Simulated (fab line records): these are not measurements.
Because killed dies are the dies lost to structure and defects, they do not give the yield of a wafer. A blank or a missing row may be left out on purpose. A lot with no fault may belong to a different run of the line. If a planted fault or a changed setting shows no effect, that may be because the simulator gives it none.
Split-lot trial | flow n5 finfet | 21 wafers read from 7 lots, route of 1938 steps

== SPLIT DETAILS ==
At N5_BEOL_M3_COAT_22 (resist thk 30 nm), the setting spin rpm was moved away from the recipe's 1500 rpm on 8 of the 21 wafers read, by -8.4% to +8.5%. For the rest of the wafers, this setting stayed at what the recipe calls for.

== FROM THE SPLIT TO THE READING: what the file shows between them, 4 steps ==
- N5_BEOL_M3_EBR_24
- N5_BEOL_M3_SOFTBAKE_23: time 60 s
- N5_BEOL_M3_EXPOSE_25: exposes mask V2, defocus 5 nm
- N5_BEOL_M3_PEB_26: peb time 60 s

== THE READING ==
CAR-EUV_of_BEOL_M3_COAT_22.thk nm (the simulator's own value, which no gauge read), in nm, at N5_BEOL_M3_DEVELOP_27 (develop time 30 s). No usual value for it is given in the file. Average 29.6 nm, standard deviation 0.095 nm, over the 13 wafers here run with the recipe.

wafer  | tool, chamber at the split | spin rpm as run, rpm | against the recipe | CAR-EUV_of_BEOL_M3_COAT_22.thk nm, nm | against lot-mates on the recipe
L075.1 | litho track-03, 0          | 1500                 | recipe             | 29.4                                  | -
L075.2 | litho track-03, 0          | 1500                 | recipe             | 29.6                                  | -
L075.6 | litho track-03, 0          | 1500                 | recipe             | 29.6                                  | -
L078.1 | litho track-04, 0          | 1628                 | +8.5%              | 28.4                                  | -1.2
L078.3 | litho track-04, 0          | 1628                 | +8.5%              | 28.4                                  | -1.2
L078.5 | litho track-04, 0          | 1500                 | recipe             | 29.6                                  | -
L079.1 | litho track-04, 0          | 1500                 | recipe             | 29.6                                  | -
L079.3 | litho track-04, 0          | 1500                 | recipe             | 29.6                                  | -
L079.6 | litho track-04, 0          | 1500                 | recipe             | 29.6                                  | -
L081.4 | litho track-03, 0          | 1384                 | -7.7%              | 30.8                                  | +1.3
L081.5 | litho track-03, 0          | 1500                 | recipe             | 29.6                                  | -
L081.6 | litho track-03, 0          | 1500                 | recipe             | 29.4                                  | -
L086.2 | litho track-02, 0          | 1441                 | -3.9%              | 30                                    | +0.4
L086.3 | litho track-02, 0          | 1500                 | recipe             | 29.6                                  | -
L086.4 | litho track-02, 0          | 1500                 | recipe             | 29.6                                  | -
L089.2 | litho track-02, 0          | 1419                 | -5.4%              | 30.6                                  | +0.8
L089.6 | litho track-02, 0          | 1419                 | -5.4%              | 30.6                                  | +0.8
L089.3 | litho track-02, 0          | 1500                 | recipe             | 29.8                                  | -
L090.1 | litho track-03, 0          | 1500                 | recipe             | 29.6                                  | -
L090.4 | litho track-03, 0          | 1374                 | -8.4%              | 31                                    | +1.4
L090.5 | litho track-03, 0          | 1374                 | -8.4%              | 31                                    | +1.4

FIT RESULTS
A straight line over all 21 wafers: CAR-EUV_of_BEOL_M3_COAT_22.thk nm changes by -0.155 nm for each +1% of spin rpm; r = -0.99; the points scatter about the line by 0.12 nm.
The same after taking each lot's own level away (the mean of its wafers on the recipe; 21 wafers): -0.152 nm for each +1%; r = -0.99; scatter 0.088 nm.
The reading moves by 1.3 nm for the largest change in spin rpm, on that fit.
From 29.50 to 29.80 nm: that is the span of the lots' own levels, equal to 3.2 times the standard deviation above.
The two slopes agree, so the slope changes little with the lot-to-lot level.
Check: with one of the wafers moved furthest among these (+8.5%) left out of the fit, the line predicts -1.31 nm for it against its lot-mates. It came out at -1.2 nm against them.

== OTHER SPLITS ON THESE WAFERS ==
Note: prior to the reading, these wafers also went through further splits. Each is held against what the fit with the lots' levels taken away leaves over:
other split on the same wafers    | wafers away from the commonest value | r with CAR-EUV_of_BEOL_M3_COAT_22.thk nm (lot level and that fit taken away)
N5_BEOL_M0_SAQP_EXPOSE_11 dose mj | 6                                    | +0.01
N5_BEOL_M1_HM_DEP_02 target thk a | 8                                    | -0.47
N5_BEOL_M1_COAT_05 spin rpm       | 6                                    | +0.38
N5_BEOL_M2_ILD_DEP_00 time s      | 5                                    | +0.28
N5_BEOL_M3_COAT_67 spin rpm       | 6                                    | -0.01

== THE WHOLE CHAIN: every reading that the file lists as answering this split, in the file's order ==
step                  | what it does      | reading                                                                            | change (the file's fit)               | r (the file's)
N5_BEOL_M3_COAT_22    | resist thk 30 nm  | CAR-EUV_of_BEOL_M3_COAT_22.thk nm (the simulator's own value, which no gauge read) | -0.16 nm for each +1% of the setting  | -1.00
N5_BEOL_M3_DEVELOP_27 | develop time 30 s | CAR-EUV_of_BEOL_M3_COAT_22.thk nm (the simulator's own value, which no gauge read) | -0.153 nm for each +1% of the setting | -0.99

== THE FILE'S OWN FIT ==
CAR-EUV_of_BEOL_M3_COAT_22.thk nm changes by -0.153 nm for each +1% of spin rpm, r = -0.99.
